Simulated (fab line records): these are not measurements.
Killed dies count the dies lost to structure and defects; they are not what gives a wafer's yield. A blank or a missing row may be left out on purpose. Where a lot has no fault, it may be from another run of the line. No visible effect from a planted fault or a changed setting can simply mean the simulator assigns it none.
Struck lot and sound lot, side by side | flow n5 finfet | 17 steps out of a route of 1938
Sound: wafers L817.1, L817.3, L817.4. Wafers struck: L808.1, L808.3, L808.6. The cause comes at the end.
For every step that has rows: the tool of each side, followed by ch and its chambers, followed by its first start. Under that, the readings that differ: sound wafers | struck wafers | difference of the means | sigmas: that difference in standard deviations of wafers without a fault.
alike: same words and numbers on both sides, and readings whose means sit less than 2 such deviations apart. not compared: any withheld reading, any reading some wafer has no value for, any bound like >300 that may hide the same value, and any number with overlapping values for which the record gives no deviation.
Wherever a step has rows on one side only, a row that says differs or no value, or a row with sigmas, the two part there. Numbers that don't overlap but have no deviation are shown without sigmas and don't part them. Lack of a reading on every wafer of one side parts them only where that side has two or more wafers.

first, 8 steps without rows for these wafers: N5_BEOL_M12_COAT_58 (time 60 s, resist thk 89 nm); N5_BEOL_M12_COAT_04 (resist thk 400 nm); N5_BEOL_M12_EBR_06; N5_BEOL_M12_SOFTBAKE_05 (time 60 s); N5_BEOL_M12_EXPOSE_07 (exposes mask V11); N5_BEOL_M12_PEB_08 (peb time 90 s); N5_BEOL_M12_DEVELOP_09 (develop time 45 s); N5_BEOL_M12_HARDBAKE_14 (time 120 s).
N5_BEOL_M12_CD_MEAS_10: target cd 140 nm.
  sound on cd sem-01 ch 0, day 18 03:50; struck on cd sem-01 ch 0, day 16 11:10
  alike: cd nm
N5_BEOL_M12_OVL_MEAS_11:
  sound on overlay-01 ch 0, day 18 03:53; struck on overlay-02 ch 0, day 16 11:12
  alike: V11_OVL
N5_BEOL_M12_INSPECT_12: inspects for defects (macro).
  sound on defect inspect-02 at day 18 03:54; struck on defect inspect-02 at day 16 11:14
  alike: raw defect count
N5_BEOL_M12_DESCUM_15: chemistry O2, time 7.9 s.
  sound on rie diel-01 ch 1,2,3, day 18 03:56; struck on rie diel-01 ch 1,2,3, day 16 11:34
  alike: drypump motor current A, oes product au, rf vpp V, showerhead plenum p Torr, throttle valve pct
  not compared: rf hours counter h
N5_BEOL_M12_ETCH_59: etches BARC in N2/H2, target depth 89 nm, overetch 26.7 nm, time 67.9 s.
  sound on rie diel-01 ch 1,2,3, day 18 03:58; struck on rie diel-01 ch 1,2,3, day 16 11:36
  no value came back on the struck wafers for any of 8 readings (bias w (W), chamber pressure mTorr (mTorr) and others); on the sound wafers bias w (W) reads 149.8 150.6 149.9
  reading                                    | sound         | struck          | difference | sigmas
  model.coat_of_BEOL_M12_COAT_04.thk nm (nm) | 315.6 317 316 | 382.2 381.2 381 | +65.3      |
N5_BEOL_M12_VIA_ETCH_16: etches SiOC in C4F8/O2/Ar, target depth 724.8 nm.
  sound on rie diel-01 ch 1,2,3, day 18 04:01; struck on rie diel-01 ch 1,2,3, day 16 11:39
  reading                                    | sound             | struck            | difference | sigmas
  model.coat_of_BEOL_M12_COAT_04.thk nm (nm) | 124.8 123.6 122.4 | 190.2 191.4 186.6 | +65.8      |
  alike: C4F8_flow_sccm, O2_flow_sccm, drypump motor current A, he inner torr, oes product au, rf vpp V, showerhead plenum p Torr, throttle valve pct
N5_BEOL_M12_STRIP_63: strips in N2/H2.
  sound on plasma asher-01 ch 0,1, day 18 04:13; struck on plasma asher-02 ch 0, day 16 11:51
  reading                      | sound             | struck            | difference | sigmas
  heater power w (W)           | 340 337 365       | 272 274 276       | -73        | -2
  oes product au (a.u.)        | 0.696 0.686 0.696 | 0.759 0.757 0.750 | +0.063     | +12
  strip time to endpoint s (s) | 43.0 42.7 42.3    | 60.1 60.4 59.2    | +17.2      | +17
  alike: drypump motor current A
  not compared: rf hours counter h
N5_BEOL_M12_STRIP_64: strips in N2/H2.
  sound on plasma asher-01 ch 0,1, day 18 04:17; struck on plasma asher-02 ch 0, day 16 11:55
  reading            | sound       | struck      | difference | sigmas
  heater power w (W) | 336 348 360 | 273 277 282 | -71        | -2
  alike: drypump motor current A, oes product au, strip time to endpoint s
  not compared: rf hours counter h
after that, 1 step had no rows for these wafers: N5_PASSIVATION_PROBE_49.

## WHERE THEY PART
Earliest at N5_BEOL_M12_ETCH_59; latest, in this record, at N5_BEOL_M12_STRIP_64.

WHY: what had been put in by the simulator
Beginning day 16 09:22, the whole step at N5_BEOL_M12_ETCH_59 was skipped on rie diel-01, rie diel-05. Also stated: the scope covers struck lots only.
